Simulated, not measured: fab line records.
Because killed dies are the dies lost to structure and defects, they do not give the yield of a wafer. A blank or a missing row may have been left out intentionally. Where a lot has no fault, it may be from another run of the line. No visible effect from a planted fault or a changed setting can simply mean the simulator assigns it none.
A lot that was struck, set against a sound lot / flow n5 finfet / 18 out of 1938 route steps
Sound: the wafers L696.1, L696.2, L696.4. Wafers L701.1, L701.2, L701.4 were the ones struck. The cause is named last.
Order at every step that has rows: each side's tool, ch and its chambers, its first start. Under that, the readings that differ: sound wafers / struck wafers / difference of the means / sigmas: that difference in standard deviations of wafers without a fault.
alike: a reading whose means differ by less than 2 such deviations, as well as words and numbers matching on both sides. not compared: withheld readings; readings where some wafer has no value; bounds like >300 that might hide an equal value; numbers whose values overlap and for which the record gives no deviation.
Wherever a step has rows on one side only, a row that says differs or no value, or a row with sigmas, the two part there. Numbers that have no deviation but don't overlap get no sigmas and don't part them. A reading missing from all wafers of one side parts the sides only when that side holds two or more wafers.

first, 1 step without rows for these wafers: N5_ZERO_LAYER_SRD_01 (time 30 s, dry time 30 s).
N5_ZERO_LAYER_PECVD_02: deposits SiO2 from SiH4/N2O, target thk 10 nm, time 6 s.
  sound on pecvd-02 ch 0,1, day 2 00:28; struck on pecvd-03 ch 1,2, day 3 06:17
  alike: heater power w, showerhead plenum p Torr
then, 8 steps without rows for these wafers: N5_ZERO_LAYER_HMDS_04 (time 60 s); N5_ZERO_LAYER_COAT_05 (resist thk 1000 nm); N5_ZERO_LAYER_EBR_07; N5_ZERO_LAYER_SOFTBAKE_06 (time 90 s); N5_ZERO_LAYER_EXPOSE_08 (exposes mask ZERO, defocus 0 nm, target cd 2000 nm); N5_ZERO_LAYER_PEB_09; N5_ZERO_LAYER_DEVELOP_10 (develop time 60 s); N5_ZERO_LAYER_HARDBAKE_23 (time 120 s).
N5_ZERO_LAYER_CD_MEAS_11 targets a cd of 2000 nm.
  sound on cd sem-02 ch 0, day 2 00:50; struck on cd sem-01 ch 0, day 3 06:39
  alike: cd nm
N5_ZERO_LAYER_DESCUM_16: chemistry O2, time 7.9 s.
  sound on rie diel-04 ch 0,1,2, day 2 00:52; struck on rie diel-02 ch 0,1,2, day 3 06:41
  alike: drypump motor current A, oes product au, rf vpp V, showerhead plenum p Torr, throttle valve pct
  not compared: rf hours counter h
N5_ZERO_LAYER_ETCH_17: etches SiO2 in CF4, target depth 12 nm, time 13.3 s.
  sound on rie diel-04 ch 0,1,2, day 2 00:54; struck on rie diel-02 ch 0,1,2, day 3 06:43
  no value came back on the struck wafers for any of 8 readings (bias w (W), cf4 flow sccm (sccm) and others); on the sound wafers bias w (W) reads 216.2 216.2 214.3
reading=model.coat_of_ZERO_LAYER_COAT_05.thk nm (nm); sound=976.1 974.7 974.3; struck=981.9 982.5 983.5; difference=+7.6; sigmas=
  not compared: rf hours counter h
N5_ZERO_LAYER_ETCH_18: etches Si in HBr/Cl2, target depth 120 nm, time 40 s.
  sound on rie si-03 ch 0,1,3, day 2 00:59; struck on rie si-04 ch 1,2,3, day 3 06:47
reading=model.coat_of_ZERO_LAYER_COAT_05.thk nm (nm); sound=935.6 935 933.2; struck=941.7 942.3 944.2; difference=+8.1; sigmas=
  alike: HBr_flow_sccm, bias w, drypump motor current A, mfc cl2 sccm, oes product au, throttle valve pct
  not compared: rf hours counter h
N5_ZERO_LAYER_STRIP_24: strips in O2.
  sound on plasma asher-01 ch 0,1, day 2 01:05; struck on plasma asher-01 ch 0,1, day 3 06:54
reading=strip time to endpoint s (s); sound=44.00 43.99 43.93; struck=44.18 44.20 44.28; difference=+0.25; sigmas=+3
  alike: drypump motor current A, heater power w, oes product au
  not compared: rf hours counter h
then, 1 step without rows for these wafers: N5_ZERO_LAYER_STRIP_19 (strips in SPM, time 900 s).
N5_BEOL_M4_RC_MEAS_101:
  the record has rows for the sound wafers here (prober-01 ch 0, day 8 23:11) and none for the struck ones
-- record jumps: 12 days separate the struck wafers' starts on either side; left off in module BEOL_M4, taken up again in module PASSIVATION, whose first shown step is the route's number 1936 --
N5_PASSIVATION_PROBE_49:
  rows exist in the record for the struck wafers here (prober-02, day 14 22:40), but not for the sound ones

## WHERE THEY PART
First at N5_ZERO_LAYER_ETCH_17; last, within this record, at N5_PASSIVATION_PROBE_49.

WHY: what the simulator had put in
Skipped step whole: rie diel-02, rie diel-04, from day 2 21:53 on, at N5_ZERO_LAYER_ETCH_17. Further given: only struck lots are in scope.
